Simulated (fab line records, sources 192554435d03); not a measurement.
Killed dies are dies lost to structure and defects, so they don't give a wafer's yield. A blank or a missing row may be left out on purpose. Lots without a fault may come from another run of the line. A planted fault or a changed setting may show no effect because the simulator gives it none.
Which tool did it? | flow n5_finfet | 9 lots, 24 wafers sampled, at 8 steps of a route of 1938

WHAT THE GAUGES READ, wafer by wafer
N5_BEOL_M4_OVL_MEAS_29.
lot  | measured     | on         | V3_OVL (nm)
L246 | day 7 17:41  | overlay-01 | -0.7 -0.5
L248 | day 8 08:17  | overlay-02 | 0.3 -0.2 0.8
L249 | day 8 12:24  | overlay-02 | 1.3 0.0 -1.1
L251 | day 9 03:22  | overlay-01 | -0.1 0.1 -0.1
L250 | day 9 03:37  | overlay-01 | -0.3 -0.8 -0.6
L253 | day 9 21:59  | overlay-02 | 0.5 0.9 0.6
L257 | day 10 13:35 | overlay-02 | 0.2 1.4 -0.5
L264 | day 13 04:05 | overlay-02 | -0.1 0.2
L265 | day 13 04:12 | overlay-02 | 0.5 0.5

N5_BEOL_M4_OCD_MEAS_38.
lot  | measured     | on     | trench_depth_nm (nm)
L246 | day 7 21:11  | ocd-01 | 53.3 53.3
L248 | day 8 14:10  | ocd-01 | 57.4 57.4 54.8
L249 | day 8 18:35  | ocd-02 | 54.8 55.7 56.9
L251 | day 9 08:19  | ocd-01 | 56.8 56.7 54.8
L250 | day 9 08:20  | ocd-02 | 57.6 55.1 57.7
L253 | day 9 23:37  | ocd-01 | 55.0 56.1 56.2
L257 | day 10 16:25 | ocd-02 | 55.0 54.6 56.0
L264 | day 13 05:13 | ocd-02 | 74.8 73.1
L265 | day 13 09:03 | ocd-01 | 72.2 56.3

N5_BEOL_M4_CD_MEAS_35: target cd 18 nm, target cd y 22.4 nm.
lot  | measured     | on        | cd_nm (nm)
L246 | day 7 21:20  | cd_sem-01 | 17.9 17.7
L248 | day 8 14:24  | cd_sem-02 | 18.5 17.7 18.3
L249 | day 8 18:45  | cd_sem-01 | 17.8 17.9 18.1
L251 | day 9 08:28  | cd_sem-03 | 17.9 17.8 17.8
L250 | day 9 08:29  | cd_sem-01 | 17.8 18.1 17.4
L253 | day 9 23:47  | cd_sem-03 | 18.1 17.7 18.2
L257 | day 10 16:34 | cd_sem-03 | 18.0 17.9 18.3
L264 | day 13 05:22 | cd_sem-02 | 18.3 17.8
L265 | day 13 09:12 | cd_sem-02 | 18.2 18.1

N5_BEOL_M4_THK_MEAS_53: measures by xrf.
lot  | measured     | on            | M4_THK (nm)
L246 | day 8 00:59  | film_metro-01 | 35.7 37.3
L248 | day 8 18:25  | film_metro-01 | 43.7 44.0 40.0
L249 | day 8 22:44  | film_metro-02 | 40.9 40.3 41.8
L251 | day 9 12:00  | film_metro-02 | 40.0 43.1 39.3
L250 | day 9 12:19  | film_metro-02 | 40.4 39.2 41.1
L253 | day 10 03:35 | film_metro-02 | 37.1 38.3 39.6
L257 | day 10 21:44 | film_metro-01 | 38.4 38.7 38.5
L264 | day 13 09:38 | film_metro-02 | 59.3 56.8
L265 | day 13 12:45 | film_metro-02 | 55.8 39.8

N5_BEOL_M4_RS_MEAS_58: measures by four-point-probe.
lot  | measured     | on            | M4_RS (ohm/sq)
L246 | day 8 01:15  | film_metro-02 | 0.76 0.72
L248 | day 8 18:46  | film_metro-02 | 0.59 0.59 0.66
L249 | day 8 22:59  | film_metro-02 | 0.65 0.66 0.64
L251 | day 9 12:17  | film_metro-02 | 0.66 0.61 0.68
L250 | day 9 12:36  | film_metro-02 | 0.67 0.69 0.65
L253 | day 10 03:55 | film_metro-02 | 0.73 0.71 0.68
L257 | day 10 22:00 | film_metro-01 | 0.69 0.69 0.69
L264 | day 13 09:53 | film_metro-01 | 0.41 0.43
L265 | day 13 13:03 | film_metro-01 | 0.44 0.67

N5_BEOL_M4_RC_MEAS_101.
lot  | measured     | on        | DIBL_N (mV/V)  | DIBL_P (mV/V)  | IOFF_N (nA/um)    | IOFF_P (nA/um) | ION_N (uA/um) | ION_P (uA/um) | SERP_M4 (ohm/um) | SERP_M4_max_site (ohm/um) | SS_N (mV/dec)  | SS_P (mV/dec)  | VT_N (mV)   | VT_P (mV)
L246 | day 8 01:37  | prober-01 | 37.5 36.0      | 36.4 34.5      | 0.174 0.149       | 0.24 0.21      | 666 667       | 460 460       | 234 220          | 253 233                   | 71.8 71.1      | 74.0 72.7      | 251 251     | -248 -250
L248 | day 8 18:49  | prober-02 | 34.2 36.3 33.9 | 34.1 36.7 33.6 | 0.121 0.150 0.110 | 0.15 0.18 0.14 | 653 673 649   | 451 456 448   | 172 176 182      | 185 182 193               | 71.7 72.6 71.4 | 72.7 74.0 72.3 | 254 252 255 | -259 -255 -259
L249 | day 8 23:21  | prober-02 | 33.7 32.2 35.7 | 35.3 33.5 37.8 | 0.146 0.118 0.175 | 0.19 0.17 0.23 | 678 675 678   | 463 466 463   | 190 199 185      | 199 208 190               | 71.2 70.8 70.7 | 73.1 72.7 73.7 | 250 253 247 | -252 -250 -249
L251 | day 9 12:30  | prober-01 | 36.7 35.7 34.9 | 38.2 37.7 35.4 | 0.177 0.172 0.150 | 0.22 0.22 0.18 | 677 671 657   | 454 461 447   | 208 187 218      | 228 199 226               | 70.9 71.7 71.5 | 74.5 73.8 73.5 | 250 249 252 | -250 -252 -254
L250 | day 9 12:39  | prober-02 | 38.0 36.7 37.5 | 36.8 35.3 37.1 | 0.166 0.154 0.152 | 0.23 0.22 0.23 | 681 677 670   | 471 465 465   | 188 204 211      | 196 227 223               | 71.6 70.8 72.2 | 73.6 73.0 73.3 | 250 250 252 | -248 -249 -247
L253 | day 10 03:58 | prober-01 | 37.1 34.3 34.3 | 36.8 35.2 34.8 | 0.180 0.130 0.132 | 0.20 0.18 0.18 | 669 658 672   | 454 452 462   | 216 196 206      | 225 214 219               | 71.5 71.1 71.1 | 73.3 72.9 73.6 | 251 256 251 | -251 -250 -252
L257 | day 10 22:04 | prober-02 | 35.3 35.9 36.4 | 34.1 35.1 35.6 | 0.138 0.154 0.165 | 0.19 0.20 0.21 | 681 678 694   | 470 472 474   | 181 182 187      | 188 192 197               | 70.5 70.8 72.1 | 73.3 72.9 73.4 | 251 250 247 | -252 -251 -250
L264 | day 13 09:56 | prober-01 | 34.8 36.2      | 34.0 35.5      | 0.146 0.154       | 0.17 0.20      | 687 681       | 463 469       | 129 137          | 140 141                   | 70.9 71.5      | 72.3 73.7      | 247 248     | -252 -250
L265 | day 13 13:07 | prober-02 | 35.4 36.8      | 35.1 36.5      | 0.146 0.159       | 0.20 0.22      | 695 675       | 478 466       | 137 206          | 157 218                   | 71.2 71.7      | 72.2 73.2      | 249 251     | -251 -248

WHICH TOOL RAN EACH LOT (tool, then ch and the chambers of the sampled wafers, then the start)
lot  | N5_BEOL_M4_STRIP_36                | N5_BEOL_M4_TRENCH_ETCH_37
L246 | rie_diel-06 ch 2, day 7 20:59      | rie_diel-06 ch 2, day 7 21:02
L248 | rie_diel-04 ch 1,2,3, day 8 13:58  | rie_diel-04 ch 1,2,3, day 8 14:00
L249 | rie_diel-04 ch 2,3, day 8 18:24    | rie_diel-04 ch 2,3, day 8 18:26
L251 | rie_diel-04 ch 1,2,3, day 9 08:07  | rie_diel-04 ch 1,2,3, day 9 08:09
L250 | rie_diel-03 ch 1,3, day 9 08:09    | rie_diel-03 ch 1,3, day 9 08:11
L253 | rie_diel-06 ch 1,3, day 9 23:26    | rie_diel-06 ch 1,3, day 9 23:28
L257 | rie_diel-06 ch 0,1,3, day 10 16:13 | rie_diel-06 ch 0,1,3, day 10 16:15
L264 | rie_diel-04 ch 0,2, day 13 05:01   | rie_diel-04 ch 0,2, day 13 05:04
L265 | rie_diel-04 ch 0,3, day 13 08:52   | rie_diel-04 ch 0,3, day 13 08:54
- N5_BEOL_M4_STRIP_36: strips in N2/H2.
- N5_BEOL_M4_TRENCH_ETCH_37: etches SiOC in C4F6/O2, target depth 55.555 nm, time 29.2 s.

WHAT THE TOOLS THEMSELVES READ (means of the sampled wafers that have a number; where no wafer has one, the mark that the record gives instead)
N5_BEOL_M4_STRIP_36.
lot  | tool        | chamber_pressure_mTorr (mTorr) | drypump_motor_current_A (A) | oes_product_au (a.u.) | rf_vpp_V (V) | showerhead_plenum_p_Torr (Torr) | throttle_valve_pct (%)
L246 | rie_diel-06 | 20.002                         | 5.4                         | 0.72                  | 58.5         | 2.42                            | 24.12
L248 | rie_diel-04 | 20.013                         | 5.9                         | 0.80                  | 58.0         | 2.48                            | 23.70
L249 | rie_diel-04 | 19.983                         | 5.8                         | 0.74                  | 59.6         | 2.49                            | 23.89
L251 | rie_diel-04 | 19.977                         | 5.9                         | 0.80                  | 58.5         | 2.48                            | 23.69
L250 | rie_diel-03 | 19.999                         | 6.5                         | 0.82                  | 59.7         | 2.59                            | 23.53
L253 | rie_diel-06 | 19.975                         | 5.5                         | 0.84                  | 60.3         | 2.47                            | 23.68
L257 | rie_diel-06 | 20.002                         | 5.6                         | 0.85                  | 59.0         | 2.47                            | 23.76
L264 | rie_diel-04 | 20.011                         | 5.7                         | 0.84                  | 60.4         | 2.46                            | 23.65
L265 | rie_diel-04 | 20.035                         | 5.6                         | 0.76                  | 58.6         | 2.43                            | 23.77

N5_BEOL_M4_TRENCH_ETCH_37.
lot  | tool        | bias_w (W) | chamber_pressure_mTorr (mTorr) | drypump_motor_current_A (A) | oes_product_au (a.u.) | rf_vpp_V (V) | showerhead_plenum_p_Torr (Torr) | throttle_valve_pct (%)
L246 | rie_diel-06 | 184.2      | 30.02                          | 5.3                         | 0.70                  | 652          | 2.71                            | 21.10
L248 | rie_diel-04 | 184.8      | 30.01                          | 5.9                         | 0.80                  | 653          | 2.79                            | 20.94
L249 | rie_diel-04 | 184.9      | 30.01                          | 5.8                         | 0.75                  | 652          | 2.81                            | 21.14
L251 | rie_diel-04 | 185.3      | 29.97                          | 5.9                         | 0.79                  | 652          | 2.79                            | 20.94
L250 | rie_diel-03 | 185.7      | 29.97                          | 6.6                         | 0.83                  | 671          | 2.93                            | 20.86
L253 | rie_diel-06 | 185.0      | 29.98                          | 5.5                         | 0.84                  | 667          | 2.76                            | 20.85
L257 | rie_diel-06 | 184.9      | 30.03                          | 5.6                         | 0.84                  | 668          | 2.77                            | 20.90
L264 | rie_diel-04 | 184.8      | 30.03                          | 5.7                         | 0.99                  | 654          | 2.76                            | 20.88
L265 | rie_diel-04 | 184.4      | 30.00                          | 5.5                         | 0.82                  | 658          | 2.74                            | 21.06

THE ANSWER, worked out from the rows above alone
Rule: what is usual is taken from the lots themselves. Put in order of their means at a reading, lots are off if they are a third of the lots or fewer, leave a main group of 4 or more, and stand apart from it by a gap of 3 or more times the standard deviation of the main group's means; of several such gaps the widest counts. A main group whose means are all the same, to the digits that the tables above print for the reading, isn't used. A lot without any number at a reading at which 4 lots or more have one is off too. The other lots that the step has rows for count as sound. The gauges are gone through in route order, then the tools' own readings, and for those a lot's mean is taken as printed above. The first step at which some lot is off is used, and at that step the reading that is off furthest; a lot without a number counts as furthest.
Off: L264, L265, at N5_BEOL_M4_OCD_MEAS_38 (trench_depth_nm). The main group: mean 55.6 nm, standard deviation 1.1.
A tool fits if, at a process step before that reading, it ran every lot that is off, and no sound lot after the first of them. The gauges at N5_BEOL_M4_OCD_MEAS_38 are tried like those tools. One fits: rie_diel-04 at N5_BEOL_M4_STRIP_36 and N5_BEOL_M4_TRENCH_ETCH_37. At N5_BEOL_M4_STRIP_36 its last sound lot is L251 (day 9 08:07), its first lot that is off L264 (day 13 05:01): a fault that began between those two fits.

WHAT THE SIMULATOR HAD PUT IN
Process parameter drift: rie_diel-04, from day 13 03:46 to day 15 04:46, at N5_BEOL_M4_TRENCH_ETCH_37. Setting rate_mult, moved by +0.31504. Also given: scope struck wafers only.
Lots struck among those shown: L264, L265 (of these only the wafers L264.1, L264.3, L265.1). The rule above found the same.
